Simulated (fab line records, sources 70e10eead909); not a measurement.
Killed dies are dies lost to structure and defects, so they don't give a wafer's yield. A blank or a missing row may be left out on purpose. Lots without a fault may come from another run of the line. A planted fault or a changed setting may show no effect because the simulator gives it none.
fab line records | flow nand_harc
record lots=4 wafers=12 last_day=32
route steps=1302 shown A_ONON_D1@438 A_CHANNEL_HOLE_D1@450 END@1302
lots that met no fault: from a run of the same line without faults
start_h: hours from the record's first day to the start of the lot's first wafer shown | wait_h: hours since the lot's step before | " the same as in the row above | L1.1+2: a row that stands for several wafers | - no value, or no start given | * or withheld: withheld | < > ~ a bound
route shown NAME@n: a module of which the file shows steps, and the number in the route of the first | usual: mean/standard deviation of fault-free wafers | same: alike in all rows | chamber/n: place in a boat | sites: the reading at each site | _std_site: their standard deviation | _edge_site: outer sites' mean less inner sites' | radius_mm: how far each site lies from the wafer's centre | mask NAME#n: copy n | behind: the tool/chamber that last shaped the wafer | hold: why the lot was held/for how many hours/how that ended | device: the transistor (n, p or np) that didn't switch | end of line: the same wafers' tests at the end of the route | a step without rows: its recipe alone | killed: dies lost to structure and defects at the first sort, not the wafer's yield | map: a wafer's dies, x killed, . not, _ none there
set.NAME: the setting as run; set.NAME@STEP: as run at that earlier step | model.NAME: the simulator's own value behind a step, which no gauge read
lots at some steps of the route; a table a step, a row a wafer
services: from which hour (start_h, from the record's first day; less than 0 if before it) a tool's chamber was out of use, for how many hours, and why
## steps
# step NHARC_A_ONON_D1_DEP_19
# recipe target_thk_a=10000 n2_flow_sccm=2750 n2o_flow_sccm=2000 nh3_flow_sccm=500 sih4_flow_sccm=210 temp_c=400
# step NHARC_A_ONON_D1_DEP_22
# recipe target_thk_a=10000 n2_flow_sccm=2750 n2o_flow_sccm=2000 nh3_flow_sccm=500 sih4_flow_sccm=210 temp_c=400
# step NHARC_A_ONON_D1_DEP_25
# recipe target_thk_a=10000 n2_flow_sccm=2750 n2o_flow_sccm=2000 nh3_flow_sccm=500 sih4_flow_sccm=210 temp_c=400
# step NHARC_A_ONON_D1_DEP_28
# recipe target_thk_a=10000 n2_flow_sccm=2750 n2o_flow_sccm=2000 nh3_flow_sccm=500 sih4_flow_sccm=210 temp_c=400
# step NHARC_A_ONON_D1_DEP_33
# recipe target_thk_a=2000 temp_c=400 pressure_torr=6.5 rf_w=900 teos_flow_sccm=161.4 flow_sccm=2650 target_thk_nm=200 gas=O2 material=SiO2
# step NHARC_A_CHANNEL_HOLE_D1_DEP_00
# recipe target_thk_a=31000 temp_c=400 material=aC
# usual susceptor_temp_C=399.95/0.2 throttle_valve_pct=34.999/0.0088
# columns lot.wafer tool chamber start_h wait_h susceptor_temp_C throttle_valve_pct
L428.1 acl_dep-03 - 292.60 0.1 - -
L428.2 " - " " - -
L428.3 " - " " - -
L429.1 acl_dep-03 - 325.76 2.3 - -
L429.2 " - " " - -
L429.4 " - " " - -
L435.1 acl_dep-01 0 366.50 0.1 - 34.989
L435.2 " 0 " " - 34.995
L435.6 " 0 368.06 1.7 - 35.004
L437.3 acl_dep-03 0 388.47 0.7 400.09 35.016
L437.4 " 0 " " 399.88 34.997
L437.5 " 0 " " 400.17 35.013
# step NHARC_A_CHANNEL_HOLE_D1_DEP_01
# recipe target_thk_a=1400 target_thk_nm=140 temp_c=400 pressure_torr=3.5 flow_sccm=200 rf_w=350 material=SiON
# step NHARC_A_CHANNEL_HOLE_D1_DEHYDRATE_02
# recipe temp_c=150 time_s=120
# step NHARC_A_CHANNEL_HOLE_D1_HMDS_03
# recipe time_s=30
# step NHARC_A_CHANNEL_HOLE_D1_COAT_36
# recipe temp_c=260 time_s=75
# step NHARC_A_CHANNEL_HOLE_D1_COAT_37
# recipe temp_c=225 time_s=65
# step NHARC_A_CHANNEL_HOLE_D1_COAT_04
# recipe spin_rpm=1500 resist_thk_nm=90
# step NHARC_A_CHANNEL_HOLE_D1_SOFTBAKE_05
# recipe temp_c=105 time_s=55
# step NHARC_A_CHANNEL_HOLE_D1_EBR_06
# step NHARC_A_CHANNEL_HOLE_D1_EXPOSE_07
# recipe na=1.35 target_cd_nm=100 sigma_outer=0.3 dose_mj=59.65 mask_id=HOLE_D1
# step NHARC_A_CHANNEL_HOLE_D1_PEB_08
# recipe peb_temp_c=100 peb_time_s=65
# step NHARC_A_CHANNEL_HOLE_D1_DEVELOP_09
# recipe develop_time_s=35 dev_temp_c=23
# step NHARC_A_CHANNEL_HOLE_D1_DESCUM_15
# recipe time_s=3 o2_flow_sccm=200 ar_flow_sccm=0 bias_power_w=0 chemistry=O2
# step NHARC_A_CHANNEL_HOLE_D1_ETCH_38
# recipe target_depth_a=390 over_etch_frac=0.3 time_s=65 ion_energy_ev=80 cf4_flow_sccm=150 ar_flow_sccm=0 rf_w=300 bias_w=100 chemistry=CF4
# step NHARC_A_CHANNEL_HOLE_D1_ETCH_39
# recipe target_depth_a=2600 over_etch_frac=0.3 time_s=325 ion_energy_ev=200 n2_flow_sccm=150 h2_flow_sccm=150 ar_flow_sccm=0 rf_w=400 bias_w=150 chemistry=N2/H2
# step NHARC_A_CHANNEL_HOLE_D1_ETCH_34
# recipe target_depth_a=1540 time_s=77 cf4_flow_sccm=100 chf3_flow_sccm=30 ar_flow_sccm=0 rf_w=500 bias_w=200 chemistry=CF4/CHF3
# step NHARC_A_CHANNEL_HOLE_D1_ETCH_16
# recipe target_depth_a=31000 over_etch_frac=0.3 time_s=806 ion_energy_ev=150 o2_flow_sccm=400 cos_flow_sccm=20 ar_flow_sccm=0 rf_w=500 bias_w=300 chemistry=O2/COS
# step NHARC_A_CHANNEL_HOLE_D1_ETCH_19
# recipe bias_v=1200 source_w=2500 pressure_mtorr=15 time_s=34.5 ar_flow_sccm=375 c4f8_flow_sccm=28.8 o2_flow_sccm=96.2 temp_c=-20 target_depth_a=* chemistry=C4F8/O2/Ar
# step NHARC_A_CHANNEL_HOLE_D1_ETCH_20
# recipe bias_v=3000 source_w=withheld pressure_mtorr=20 time_s=361.9 ar_flow_sccm=375 c4f8_flow_sccm=89.3 o2_flow_sccm=35.7 temp_c=-20 target_depth_a=16000 chemistry=C4F8/O2/Ar
# step NHARC_A_CHANNEL_HOLE_D1_ETCH_21
# recipe bias_v=3000 source_w=withheld pressure_mtorr=20 time_s=514.3 ar_flow_sccm=375 c4f8_flow_sccm=89.3 o2_flow_sccm=35.7 temp_c=-20 target_depth_a=16000 chemistry=C4F8/O2/Ar
# step NHARC_A_CHANNEL_HOLE_D1_ETCH_22
# recipe bias_v=3000 source_w=withheld pressure_mtorr=20 time_s=666.7 ar_flow_sccm=375 c4f8_flow_sccm=89.3 o2_flow_sccm=35.7 temp_c=-20 target_depth_a=16000 chemistry=C4F8/O2/Ar
# step NHARC_A_CHANNEL_HOLE_D1_ETCH_23
# recipe bias_v=5000 source_w=withheld pressure_mtorr=20 time_s=819 ar_flow_sccm=375 c4f8_flow_sccm=89.3 o2_flow_sccm=35.7 temp_c=-20 target_depth_a=16000 chemistry=C4F8/O2/Ar
# step NHARC_A_CHANNEL_HOLE_D1_ETCH_24
# recipe bias_v=5000 source_w=withheld pressure_mtorr=20 time_s=906.2 ar_flow_sccm=375 c4f8_flow_sccm=93.8 o2_flow_sccm=31.2 temp_c=-20 target_depth_a=15000 chemistry=C4F8/O2/Ar
# step NHARC_A_CHANNEL_HOLE_D1_ETCH_25
# recipe bias_v=5000 source_w=withheld pressure_mtorr=20 time_s=1040.2 ar_flow_sccm=375 c4f8_flow_sccm=93.8 o2_flow_sccm=31.2 temp_c=-20 target_depth_a=15000 chemistry=C4F8/O2/Ar
# step NHARC_A_CHANNEL_HOLE_D1_ETCH_26
# recipe bias_v=300 source_w=2000 pressure_mtorr=30 time_s=224.1 ar_flow_sccm=375 c4f8_flow_sccm=11.4 o2_flow_sccm=113.6 temp_c=-20 target_depth_a=3000 chemistry=C4F8/O2/Ar
# step NHARC_A_CHANNEL_HOLE_D1_ETCH_33
# recipe bias_v=400 source_w=2000 pressure_mtorr=25 time_s=90 ar_flow_sccm=375 c4f8_flow_sccm=41.7 o2_flow_sccm=83.3 temp_c=-20 target_depth_a=4000 chemistry=C4F8/O2/Ar
# step NHARC_A_CHANNEL_HOLE_D1_CD_MEAS_30
# usual cd_nm=90.1/1.1
# columns lot.wafer tool chamber start_h wait_h cd_nm
L428.1 cd_sem-01 - 303.94 - -
L428.2 " - " " -
L428.3 " - " " -
L429.1 cd_sem-03 - 335.14 - -
L429.2 " - " " -
L429.4 " - " " -
L435.1 cd_sem-01 - 377.50 - 91.0
L435.2 " - " " 88.7
L435.6 " - " " 88.0
L437.3 cd_sem-03 - 399.54 - 89.8
L437.4 " - " " 91.1
L437.5 " - " " 88.5
# step NHARC_A_CHANNEL_HOLE_D1_INSPECT_40
# usual raw_defect_count=71/22
# columns lot.wafer tool chamber start_h wait_h raw_defect_count
L428.1 defect_inspect-01 - 304.13 - 6023
L428.2 " - " " 5891
L428.3 " - " " 5993
L429.1 defect_inspect-01 - 335.33 - 5949
L429.2 " - " " 5898
L429.4 " - " " 5887
L435.1 defect_inspect-02 - 377.69 - 42
L435.2 " - " " 65
L435.6 " - " " 47
L437.3 defect_inspect-02 - 399.72 - 40
L437.4 " - " " 75
L437.5 " - " " 41
# step NHARC_END_SORT_01
# recipe temp_c=25
# usual killed_at_array=55/12 killed_at_other=1.0/1.2 killed_at_periphery=3.9/2.6 killed_dies=60/12 killed_open=3.3/1.9 killed_short=2.5/1.8
# same gross_dies=677
# columns lot.wafer tool chamber start_h wait_h killed_at_array killed_at_other killed_at_periphery killed_dies killed_open killed_short
L428.1 prober-01 0 671.97 2.5 677 0 0 677 0 0
L428.2 prober-01 0 672.78 2.8 676 0 1 677 1 0
L428.3 prober-01 0 673.59 3.1 677 0 0 677 0 1
L429.1 prober-02 0 714.49 2.5 677 0 0 677 1 0
L429.2 prober-02 0 715.29 2.8 677 0 0 677 0 0
L429.4 prober-02 0 716.90 3.4 677 0 0 677 1 0
# killed by level:class
L428.1 A_CHANNEL_HOLE_D1:lost_pattern=671 A_CHANNEL_HOLE_D1:chamber_film_flake=5 A_CONTACT:chamber_film_flake=1
L428.2 A_CHANNEL_HOLE_D1:lost_pattern=674 A_CHANNEL_HOLE_D1:chamber_film_flake=2 P_M0:geometric_particle:open=1
L428.3 A_CHANNEL_HOLE_D1:lost_pattern=672 A_CHANNEL_HOLE_D1:chamber_film_flake=4 A_CONTACT:geometric_particle:short=1
L429.1 A_CHANNEL_HOLE_D1:lost_pattern=671 A_CHANNEL_HOLE_D1:chamber_film_flake=2 A_CHANNEL_HOLE_D2:chamber_film_flake=2 A_CHANNEL_FILL_D2:geometric_particle:open=1 A_WL_FILL:chamber_film_flake=1
L429.2 A_CHANNEL_HOLE_D1:lost_pattern=671 A_CHANNEL_HOLE_D1:chamber_film_flake=5 A_CHANNEL_HOLE_D2:chamber_film_flake=1
L429.4 A_CHANNEL_HOLE_D1:lost_pattern=666 A_CHANNEL_HOLE_D1:chamber_film_flake=5 A_CHANNEL_HOLE_D2:chamber_film_flake=4 A_WL_FILL:geometric_particle:open=1 A_CHANNEL_HOLE_D1:area_dep=1
# map L428.1 (x killed, . not)
____________x____________
_________xxxxxxx_________
_______xxxxxxxxxxx_______
______xxxxxxxxxxxxx______
_____xxxxxxxxxxxxxxx_____
____xxxxxxxxxxxxxxxxx____
____xxxxxxxxxxxxxxxxx____
___xxxxxxxxxxxxxxxxxxx___
___xxxxxxxxxxxxxxxxxxx___
__xxxxxxxxxxxxxxxxxxxxx__
__xxxxxxxxxxxxxxxxxxxxx__
_xxxxxxxxxxxxxxxxxxxxxxx_
_xxxxxxxxxxxxxxxxxxxxxxx_
_xxxxxxxxxxxxxxxxxxxxxxx_
_xxxxxxxxxxxxxxxxxxxxxxx_
_xxxxxxxxxxxxxxxxxxxxxxx_
xxxxxxxxxxxxxxxxxxxxxxxxx
xxxxxxxxxxxxxxxxxxxxxxxxx
xxxxxxxxxxxxxxxxxxxxxxxxx
xxxxxxxxxxxxxxxxxxxxxxxxx
xxxxxxxxxxxxxxxxxxxxxxxxx
_xxxxxxxxxxxxxxxxxxxxxxx_
_xxxxxxxxxxxxxxxxxxxxxxx_
_xxxxxxxxxxxxxxxxxxxxxxx_
_xxxxxxxxxxxxxxxxxxxxxxx_
_xxxxxxxxxxxxxxxxxxxxxxx_
__xxxxxxxxxxxxxxxxxxxxx__
__xxxxxxxxxxxxxxxxxxxxx__
___xxxxxxxxxxxxxxxxxxx___
___xxxxxxxxxxxxxxxxxxx___
____xxxxxxxxxxxxxxxxx____
____xxxxxxxxxxxxxxxxx____
_____xxxxxxxxxxxxxxx_____
______xxxxxxxxxxxxx______
_______xxxxxxxxxxx_______
_________xxxxxxx_________
____________x____________
# map L429.1 (x killed, . not)
____________x____________
_________xxxxxxx_________
_______xxxxxxxxxxx_______
______xxxxxxxxxxxxx______
_____xxxxxxxxxxxxxxx_____
____xxxxxxxxxxxxxxxxx____
____xxxxxxxxxxxxxxxxx____
___xxxxxxxxxxxxxxxxxxx___
___xxxxxxxxxxxxxxxxxxx___
__xxxxxxxxxxxxxxxxxxxxx__
__xxxxxxxxxxxxxxxxxxxxx__
_xxxxxxxxxxxxxxxxxxxxxxx_
_xxxxxxxxxxxxxxxxxxxxxxx_
_xxxxxxxxxxxxxxxxxxxxxxx_
_xxxxxxxxxxxxxxxxxxxxxxx_
_xxxxxxxxxxxxxxxxxxxxxxx_
xxxxxxxxxxxxxxxxxxxxxxxxx
xxxxxxxxxxxxxxxxxxxxxxxxx
xxxxxxxxxxxxxxxxxxxxxxxxx
xxxxxxxxxxxxxxxxxxxxxxxxx
xxxxxxxxxxxxxxxxxxxxxxxxx
_xxxxxxxxxxxxxxxxxxxxxxx_
_xxxxxxxxxxxxxxxxxxxxxxx_
_xxxxxxxxxxxxxxxxxxxxxxx_
_xxxxxxxxxxxxxxxxxxxxxxx_
_xxxxxxxxxxxxxxxxxxxxxxx_
__xxxxxxxxxxxxxxxxxxxxx__
__xxxxxxxxxxxxxxxxxxxxx__
___xxxxxxxxxxxxxxxxxxx___
___xxxxxxxxxxxxxxxxxxx___
____xxxxxxxxxxxxxxxxx____
____xxxxxxxxxxxxxxxxx____
_____xxxxxxxxxxxxxxx_____
______xxxxxxxxxxxxx______
_______xxxxxxxxxxx_______
_________xxxxxxx_________
____________x____________
## services
# columns tool chamber start_h hours kind
acl_dep-03 - 302.83 13.0 pm
acl_dep-01 - 368.37 13.0 pm
## key
first_sign step=NHARC_A_CHANNEL_HOLE_D1_DEP_00 reading=tool_record direction=missing
effect step=NHARC_A_CHANNEL_HOLE_D1_CD_MEAS_30 reading=cd_nm direction=missing
effect step=NHARC_A_CHANNEL_HOLE_D1_INSPECT_40 reading=raw_defect_count direction=up sigmas=99+ usual=71 struck=5940
effect step=NHARC_END_SORT_01 reading=killed_at_array direction=up sigmas=52 usual=55 struck=677
met_at NHARC_A_CHANNEL_HOLE_D1_DEP_00
struck_wafers L428.1,L428.2,L428.3,L429.1,L429.2,L429.4
later_rows_left_out L428.1,L428.2,L428.3,L429.1,L429.2,L429.4
tester_left_out L428,L429
fault kind=skipped_step_whole tool=acl_dep-03 chamber=- onset_h=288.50 steps=NHARC_A_CHANNEL_HOLE_D1_DEP_00 scope=struck_lots_only
# tester_left_out: of these lots the tester's yield and bins aren't shown, on N5 and GAA mostly nor the transistor test; their killed dies are dies lost to structure and defects alone, not to doping, threshold or leakage, so they don't give the yield
# later_rows_left_out: the simulator's readings of these wafers behind a module that went badly wrong aren't trusted and aren't shown, but for the sort
